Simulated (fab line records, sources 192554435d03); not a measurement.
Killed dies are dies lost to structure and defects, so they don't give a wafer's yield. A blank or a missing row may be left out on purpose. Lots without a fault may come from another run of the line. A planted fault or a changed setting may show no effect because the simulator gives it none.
Chamber matching | flow n5_finfet | N5_FIN_SAQP_ETCH_57 on rie_diel-03: 4 sister chambers
The step etches SiNx in CH3F/O2, target depth 32.5 nm, time 46.4 s. 16 wafers are shown with their chamber, then 8 later ones without.

WAFERS WITH THEIR CHAMBER
wafer  | chamber | showerhead_plenum_p_Torr (Torr) | throttle_valve_pct (%) | rf_vpp_V (V)
L074.3 | 1       | 2.03                            | 15.89                  | 297
L074.4 | 0       | 1.99                            | 16.09                  | 301
L074.5 | 1       | 2.03                            | 15.90                  | 299
L075.2 | 0       | 1.99                            | 16.11                  | 301
L075.5 | 1       | 2.03                            | 15.89                  | 299
L075.6 | 2       | 2.03                            | 16.05                  | 305
L076.1 | 3       | 1.91                            | 16.61                  | 283
L076.4 | 1       | 2.03                            | 15.90                  | 298
L076.6 | 3       | 1.91                            | 16.60                  | 283
L080.3 | 2       | 2.03                            | 16.06                  | 305
L080.4 | 3       | 1.90                            | 16.62                  | 283
L080.5 | 1       | 2.03                            | 15.92                  | 298
L085.1 | 2       | 2.03                            | 16.06                  | 304
L085.4 | 0       | 1.99                            | 16.14                  | 299
L085.6 | 3       | 1.90                            | 16.63                  | 282
L087.1 | 0       | 1.99                            | 16.15                  | 301

SIGNATURES (means of the wafers above)
reading                  | chamber 0 | chamber 1 | chamber 2 | chamber 3 | scatter within a chamber
showerhead_plenum_p_Torr | 1.9900    | 2.0300    | 2.0300    | 1.9050    | 0.00289
throttle_valve_pct       | 16.1225   | 15.9000   | 16.0567   | 16.6150   | 0.0169
rf_vpp_V                 | 300.50    | 298.20    | 304.67    | 282.75    | 0.775
Rule: a wafer's distance from a chamber is the root of the sum, over the readings, of the square of ((its reading less the chamber's mean) divided by the reading's scatter). The wafer belongs to the nearest chamber; if the next one is less than 2 further off, it can't be placed. The scatter: the root of (the sum of the squares of (reading less its chamber's mean) over the shown wafers, divided by (wafers less chambers)).

WAFERS WITHOUT THEIR CHAMBER
wafer  | showerhead_plenum_p_Torr (Torr) | throttle_valve_pct (%) | rf_vpp_V (V)
L087.4 | 2.02                            | 15.94                  | 297
L087.5 | 2.02                            | 16.08                  | 305
L089.1 | 1.90                            | 16.66                  | 282
L089.4 | 2.02                            | 15.95                  | 297
L089.5 | 1.90                            | 16.64                  | 282
L096.1 | 1.98                            | 16.19                  | 299
L096.3 | 1.89                            | 16.67                  | 283
L096.5 | 1.89                            | 16.68                  | 281

WHICH CHAMBER EACH WENT THROUGH
wafer  | from the rows above | in truth
L087.4 | 1                   | 1
L087.5 | 2                   | 2
L089.1 | 3                   | 3
L089.4 | 1                   | 1
L089.5 | 3                   | 3
L096.1 | 0                   | 0
L096.3 | 3                   | 3
L096.5 | 3                   | 3
Placed correctly: 8 of 8. Can't be placed from these rows: 0. Placed wrongly: 0.
